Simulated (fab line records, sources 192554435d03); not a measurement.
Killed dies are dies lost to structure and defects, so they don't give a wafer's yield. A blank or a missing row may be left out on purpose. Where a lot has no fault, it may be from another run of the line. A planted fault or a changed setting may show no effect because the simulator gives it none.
fab line records -- flow n5Finfet -- part 2 of 2: steps 4 to 6 of 6
record lots=23, wafers=69, lastDay=19
route steps=1938 shown WELL_APT@31 FIN_SAQP@114
lots untouched by any fault: they come from a run of this same line in which no faults occurred
startH: the number of hours between the record's first day and the start of the first shown wafer of the lot -- waitH: hours from the lot's prior step to this one -- " the same as in the row above -- L1.1+2: several wafers, shown together as one row -- - no value, or no start was given -- * or withheld: withheld -- < > ~ a bound
route shown NAME@n: a module of which the file shows steps, and the number in the route of the first -- usual: mean/standard deviation of fault-free wafers -- same: alike in all rows -- chamber/n: place in a boat -- sites: per-site readings -- _std_site: their standard deviation -- _edge_site: inner sites' mean taken away from outer sites' mean -- radiusMm: for every site, how far away it sits from the centre of the wafer -- mask NAME#n: copy n -- behind: tool/chamber where the wafer was last shaped -- hold: the reason the lot was held/the length of the hold in hours/how it ended -- device: the transistor (n, p or np) that didn't switch -- end of line: the tests these same wafers got at the end of their route -- a step given without rows: its recipe and nothing more -- killed: count of dies lost to structure and defects at first sort (not the wafer's yield) -- map: per-die view of a wafer (x killed, . not killed, _ where there is no die)
set.NAME: the run value of the setting; set.NAME@STEP: its run value at that earlier step -- model.NAME: the simulator's own value behind a step, which no gauge read
one table for each step of the route and one row for each wafer, over a sample of lots
services: from which hour (startH, from the record's first day; less than 0 if before it) a tool's chamber was out of use, for how many hours, and why
## steps
# step N5_FIN_SAQP_SPACER2_ALD_28
# recipe material=SiO2, targetThkA=81, tempC=300, aldPrecursorFamily=BDEAS, aldCoReactant=O2-plasma, pulseTimeS=1, purgeTimeS=2, coReactantPurgeTimeS=2, pressureTorr=2
# usual heaterPowerW=482/36, precursorPulseHeightRel=1.001/0.021
lot.wafer,tool,chamber,startH,waitH,heaterPowerW,precursorPulseHeightRel
L074.2,aldSin-04,2,24.89,0.1,414,0.998
L074.3,aldSin-04,0,24.89,0.1,458,0.966
L074.5,aldSin-04,0,24.89,0.1,455,0.976
L075.3,aldSin-03,3,32.58,0.2,496,0.988
L075.4,aldSin-03,1,32.58,0.2,537,1.022
L075.6,aldSin-03,1,32.58,0.2,562,0.949
L076.1,aldSin-03,2,38.57,0.1,516,0.994
L076.2,aldSin-03,3,38.57,0.1,487,1.039
L076.6,aldSin-03,2,38.57,0.1,503,0.982
L077.3,aldSin-03,2,44.17,0.9,493,1.025
L077.4,aldSin-03,0,44.17,0.9,520,1.047
L077.5,aldSin-03,1,44.17,0.9,555,0.990
L078.1,aldSin-04,0,50.28,1.1,453,0.961
L078.2,aldSin-04,3,50.28,1.1,487,0.991
L078.4,aldSin-04,2,50.28,1.1,421,0.985
L079.1,aldSin-01,0,55.80,0.7,484,0.981
L079.3,aldSin-01,3,55.80,0.7,507,1.048
L079.6,aldSin-01,1,55.80,0.7,461,0.994
L080.1,aldSin-01,0,61.35,0.3,479,0.972
L080.2,aldSin-01,2,61.35,0.3,442,1.000
L080.6,aldSin-01,0,61.35,0.3,496,0.995
L081.1,aldSin-01,3,70.25,0.1,503,1.022
L081.4,aldSin-01,1,70.25,0.1,465,0.971
L081.6,aldSin-01,0,70.25,0.1,482,0.991
L082.2,aldSin-04,3,75.04,0.1,486,1.027
L082.4,aldSin-04,0,75.04,0.1,451,1.012
L082.5,aldSin-04,2,75.04,0.1,417,1.036
L083.2,aldSin-04,3,81.16,0.1,488,0.984
L083.3,aldSin-04,2,81.16,0.1,418,1.031
L083.4,aldSin-04,1,81.16,0.1,435,0.998
L084.4,aldSin-01,2,85.85,0.1,451,1.001
L084.5,aldSin-01,0,85.85,0.1,485,1.018
L084.6,aldSin-01,1,85.85,0.1,451,1.032
L085.3,aldSin-01,3,92.30,0.1,481,0.967
L085.4,aldSin-01,2,92.30,0.1,443,1.003
L085.5,aldSin-01,3,92.30,0.1,497,1.020
L086.1,aldSin-03,2,97.37,0.1,500,1.000
L086.3,aldSin-03,1,97.37,0.1,543,1.016
L086.5,aldSin-03,2,97.37,0.1,499,0.998
L087.3,aldSin-01,0,104.62,0.1,494,0.980
L087.4,aldSin-01,1,104.62,0.1,458,0.996
L087.6,aldSin-01,1,104.62,0.1,481,1.027
L088.1,aldSin-03,0,109.97,0.2,513,1.021
L088.3,aldSin-03,3,109.97,0.2,496,1.007
L088.4,aldSin-03,1,109.97,0.2,560,0.994
L089.1,aldSin-01,3,115.42,0.1,507,1.017
L089.2,aldSin-01,0,115.42,0.1,481,0.989
L089.6,aldSin-01,2,115.42,0.1,440,1.010
L091.4,aldSin-04,3,127.39,0.2,498,1.022
L091.5,aldSin-04,0,127.39,0.2,457,1.010
L091.6,aldSin-04,2,127.39,0.2,423,1.017
L092.1,aldSin-04,3,133.04,0.4,489,1.016
L092.3,aldSin-04,2,133.04,0.4,422,1.016
L092.4,aldSin-04,0,133.04,0.4,461,1.015
L093.1,aldSin-04,0,139.51,0.1,453,0.994
L093.2,aldSin-04,3,139.51,0.1,496,1.009
L093.5,aldSin-04,3,139.51,0.1,490,1.015
L094.1,aldSin-03,1,144.92,0.1,533,1.015
L094.3,aldSin-03,3,144.92,0.1,512,1.001
L094.5,aldSin-03,2,144.92,0.1,507,1.000
L095.4,aldSin-03,2,152.93,0.3,523,1.007
L095.5,aldSin-03,3,152.93,0.3,510,0.977
L095.6,aldSin-03,0,152.93,0.3,512,0.984
L096.3,aldSin-01,2,157.19,0.1,447,1.033
L096.5,aldSin-01,1,157.19,0.1,456,1.014
L096.6,aldSin-01,2,157.19,0.1,446,0.946
L097.2,aldSin-03,3,166.04,1.9,506,0.992
L097.3,aldSin-03,1,166.04,1.9,547,0.996
L097.5,aldSin-03,0,166.04,1.9,509,1.030
# step N5_FIN_SAQP_HM_CD_35
# recipe targetCdNm=8, polarity=line
# usual cdNm=8.04/0.27
lot.wafer,tool,chamber,startH,waitH,cdNm
L074.2,cdSem-01,-,25.68,0.1,8.18
L074.3,cdSem-01,-,25.68,0.1,7.74
L074.5,cdSem-01,-,25.68,0.1,8.10
L075.3,cdSem-03,-,33.45,0.1,7.72
L075.4,cdSem-03,-,33.45,0.1,7.78
L075.6,cdSem-03,-,33.45,0.1,8.28
L076.1,cdSem-01,-,39.36,0.1,7.95
L076.2,cdSem-01,-,39.36,0.1,8.65
L076.6,cdSem-01,-,39.36,0.1,7.71
L077.3,cdSem-03,-,44.96,0.1,7.75
L077.4,cdSem-03,-,44.96,0.1,7.94
L077.5,cdSem-03,-,44.96,0.1,8.35
L078.1,cdSem-03,-,51.15,0.1,7.70
L078.2,cdSem-03,-,51.15,0.1,8.04
L078.4,cdSem-03,-,51.15,0.1,7.78
L079.1,cdSem-02,-,56.82,0.1,8.44
L079.3,cdSem-02,-,56.82,0.1,7.86
L079.6,cdSem-02,-,56.82,0.1,7.75
L080.1,cdSem-02,-,62.17,0.1,8.07
L080.2,cdSem-02,-,62.17,0.1,8.13
L080.6,cdSem-02,-,62.17,0.1,8.06
L081.1,cdSem-01,-,71.13,0.1,8.29
L081.4,cdSem-01,-,71.13,0.1,7.91
L081.6,cdSem-01,-,71.13,0.1,8.34
L082.2,cdSem-01,-,75.83,0.1,8.00
L082.4,cdSem-01,-,75.83,0.1,7.65
L082.5,cdSem-01,-,75.83,0.1,8.16
L083.2,cdSem-03,-,81.97,0.1,7.98
L083.3,cdSem-03,-,81.97,0.1,7.62
L083.4,cdSem-03,-,81.97,0.1,8.04
L084.4,cdSem-02,-,86.92,0.0,7.74
L084.5,cdSem-02,-,86.92,0.0,8.47
L084.6,cdSem-02,-,86.92,0.0,7.69
L085.3,cdSem-01,-,93.09,0.1,7.80
L085.4,cdSem-01,-,93.09,0.1,7.78
L085.5,cdSem-01,-,93.09,0.1,8.23
L086.1,cdSem-03,-,98.42,0.1,7.93
L086.3,cdSem-03,-,98.42,0.1,8.46
L086.5,cdSem-03,-,98.42,0.1,7.95
L087.3,cdSem-01,-,105.43,0.1,8.53
L087.4,cdSem-01,-,105.43,0.1,8.10
L087.6,cdSem-01,-,105.43,0.1,8.16
L088.1,cdSem-02,-,110.76,0.1,8.08
L088.3,cdSem-02,-,110.76,0.1,7.78
L088.4,cdSem-02,-,110.76,0.1,8.11
L089.1,cdSem-01,-,116.21,0.1,8.25
L089.2,cdSem-01,-,116.21,0.1,8.13
L089.6,cdSem-01,-,116.21,0.1,7.98
L091.4,cdSem-03,-,128.11,0.1,8.15
L091.5,cdSem-03,-,128.11,0.1,7.97
L091.6,cdSem-03,-,128.11,0.1,8.20
L092.1,cdSem-02,-,134.08,0.1,8.03
L092.3,cdSem-02,-,134.08,0.1,8.50
L092.4,cdSem-02,-,134.08,0.1,7.84
L093.1,cdSem-01,-,140.31,0.1,8.18
L093.2,cdSem-01,-,140.31,0.1,7.89
L093.5,cdSem-01,-,140.31,0.1,8.42
L094.1,cdSem-01,-,145.83,0.1,8.32
L094.3,cdSem-01,-,145.83,0.1,7.85
L094.5,cdSem-01,-,145.83,0.1,8.25
L095.4,cdSem-01,-,153.73,0.1,8.31
L095.5,cdSem-01,-,153.73,0.1,8.11
L095.6,cdSem-01,-,153.73,0.1,8.03
L096.3,cdSem-03,-,157.98,0.1,8.38
L096.5,cdSem-03,-,157.98,0.1,8.04
L096.6,cdSem-03,-,157.98,0.1,8.26
L097.2,cdSem-01,-,166.98,0.1,8.27
L097.3,cdSem-01,-,166.98,0.1,7.86
L097.5,cdSem-01,-,166.98,0.1,7.67
# step N5_FIN_SAQP_ETCH_64
# recipe chemistry=CF4, target=SiO2, targetDepthA=15, ionEnergyEv=350, pressureMtorr=10, icpW=800, biasW=400, cf4FlowSccm=80
# usual drypumpMotorCurrentA=5.6/0.38, oesProductAu=1.01/0.03, throttleValvePct=21.71/0.14
lot.wafer,tool,chamber,startH,waitH,drypumpMotorCurrentA,oesProductAu,rfHoursCounterH,throttleValvePct
L074.2,rieSi-02,0,25.73,0.0,5.3,1.00,96,21.73
L074.3,rieSi-02,1,25.73,0.0,6.1,0.97,66,21.56
L074.5,rieSi-02,0,25.73,0.0,5.3,1.00,-,21.74
L075.3,rieSi-02,2,33.49,0.0,5.7,1.06,96,21.78
L075.4,rieSi-02,1,33.49,0.0,6.1,0.96,67,21.55
L075.6,rieSi-02,2,33.49,0.0,5.7,1.06,-,21.78
L076.1,rieSi-04,1,39.41,0.0,5.6,0.97,49,21.74
L076.2,rieSi-04,2,39.41,0.0,4.9,0.99,2,21.63
L076.6,rieSi-04,3,39.41,0.0,5.3,1.03,-,21.61
L077.3,rieSi-02,0,45.01,0.0,5.3,1.00,96,21.72
L077.4,rieSi-02,0,45.01,0.0,5.3,1.01,-,21.73
L077.5,rieSi-02,2,45.01,0.0,5.7,1.05,-,21.79
L078.1,rieSi-02,2,51.20,0.0,5.7,1.05,96,21.80
L078.2,rieSi-02,0,51.20,0.0,5.3,1.01,96,21.74
L078.4,rieSi-02,1,51.20,0.0,6.1,0.97,67,21.56
L079.1,rieSi-02,0,56.87,0.0,5.3,1.00,96,21.74
L079.3,rieSi-02,2,56.87,0.0,5.7,1.05,97,21.80
L079.6,rieSi-02,1,56.87,0.0,6.1,0.96,-,21.56
L080.1,rieSi-02,0,62.22,0.0,5.3,1.01,97,21.74
L080.2,rieSi-02,2,62.22,0.0,5.7,1.06,97,21.79
L080.6,rieSi-02,0,62.22,0.0,5.3,1.02,-,21.74
L081.1,rieSi-04,0,71.18,0.0,5.5,1.04,5,21.67
L081.4,rieSi-04,1,71.18,0.0,5.6,0.98,49,21.74
L081.6,rieSi-04,3,71.18,0.0,5.3,1.02,-,21.60
L082.2,rieSi-04,1,75.88,0.0,5.6,0.98,49,21.75
L082.4,rieSi-04,3,75.88,0.0,5.3,1.03,79,21.59
L082.5,rieSi-04,1,75.88,0.0,5.6,0.98,-,21.76
L083.2,rieSi-04,1,82.02,0.0,5.6,0.97,50,21.74
L083.3,rieSi-04,3,82.02,0.0,5.3,1.03,80,21.59
L083.4,rieSi-04,0,82.02,0.0,5.5,1.04,5,21.68
L084.4,rieSi-04,1,86.96,0.0,5.6,0.97,50,21.75
L084.5,rieSi-04,3,86.96,0.0,5.2,1.03,-,21.60
L084.6,rieSi-04,2,86.96,0.0,4.9,0.99,-,21.63
L085.3,rieSi-02,1,93.14,0.0,6.1,0.97,68,21.55
L085.4,rieSi-02,3,93.14,0.0,6.0,1.05,109,21.97
L085.5,rieSi-02,2,93.14,0.0,5.7,1.05,-,21.82
L086.1,rieSi-04,1,98.47,0.0,5.6,0.98,50,21.75
L086.3,rieSi-04,0,98.47,0.0,5.5,1.05,5,21.65
L086.5,rieSi-04,0,98.47,0.0,5.6,1.05,-,21.67
L087.3,rieSi-06,1,105.47,0.0,5.7,1.00,135,21.47
L087.4,rieSi-06,2,105.47,0.0,6.3,0.99,-,21.63
L087.6,rieSi-06,0,105.47,0.0,5.9,1.02,-,21.92
L088.1,rieSi-04,3,110.80,0.0,5.3,1.04,80,21.61
L088.3,rieSi-04,0,110.80,0.0,5.5,1.04,6,21.68
L088.4,rieSi-04,1,110.80,0.0,5.6,0.96,50,21.75
L089.1,rieSi-02,1,116.26,0.0,6.1,0.97,68,21.56
L089.2,rieSi-02,0,116.26,0.0,5.3,1.01,98,21.75
L089.6,rieSi-02,1,116.26,0.0,6.1,0.97,-,21.56
L091.4,rieSi-04,0,128.15,0.0,5.5,1.04,6,21.66
L091.5,rieSi-04,3,128.15,0.0,5.3,1.04,-,21.62
L091.6,rieSi-04,0,128.15,0.0,5.5,1.05,-,21.67
L092.1,rieSi-06,0,134.13,0.0,5.9,1.01,58,21.92
L092.3,rieSi-06,3,134.13,0.0,5.5,0.98,43,22.09
L092.4,rieSi-06,1,134.13,0.0,5.7,0.98,136,21.46
L093.1,rieSi-06,2,140.36,0.0,6.3,0.98,7,21.64
L093.2,rieSi-06,0,140.36,0.0,5.9,1.03,58,21.92
L093.5,rieSi-06,2,140.36,0.0,6.3,1.00,-,21.65
L094.1,rieSi-04,2,145.88,0.0,4.9,1.01,4,21.64
L094.3,rieSi-04,1,145.88,0.0,5.6,0.98,51,21.76
L094.5,rieSi-04,2,145.88,0.0,4.9,1.00,-,21.63
L095.4,rieSi-04,0,153.77,0.0,5.5,1.03,6,21.66
L095.5,rieSi-04,0,153.77,0.0,5.6,1.04,-,21.67
L095.6,rieSi-04,3,153.77,0.0,5.2,1.04,-,21.60
L096.3,rieSi-02,0,158.02,0.0,5.3,1.00,98,21.73
L096.5,rieSi-02,3,158.02,0.0,6.1,1.03,-,21.95
L096.6,rieSi-02,0,158.02,0.0,5.3,1.01,-,21.72
L097.2,rieSi-02,3,167.02,0.0,5.9,1.05,111,21.97
L097.3,rieSi-02,0,167.02,0.0,5.3,1.01,99,21.73
L097.5,rieSi-02,2,167.02,0.0,5.7,1.04,-,21.80
## services
tool,chamber,startH,hours,kind
rieDiel-04,0,-7.85,65.7,repair
rieSi-04,0,-0.05,1.0,repair
rieDiel-02,1,-0.03,7.5,repair
aldSin-04,3,0.36,8.4,repair
rieDiel-02,-,5.87,2.8,pm
rieDiel-01,2,9.68,9.1,repair
aldSin-04,1,11.30,18.6,repair
aldSin-03,-,12.32,0.4,repair
rieDiel-02,1,23.70,4.1,repair
aldSin-03,-,36.62,1.1,repair
rieSi-02,1,43.69,3.7,repair
rieDiel-01,-,55.43,14.6,pm
rieDiel-01,1,71.65,13.0,repair
aldSin-03,-,75.91,1.0,repair
aldSin-04,-,85.25,14.0,pm
rieDiel-04,3,85.35,15.4,repair
rieDiel-01,3,89.17,31.4,repair
rieSi-02,2,108.39,5.3,repair
rieDiel-01,-,116.22,0.3,repair
rieSi-06,0,120.28,8.8,repair
aldSin-01,2,133.41,14.0,repair
rieDiel-04,-,134.04,2.8,pm
rieSi-06,2,148.45,9.2,repair
aldSin-04,-,155.76,12.3,repair
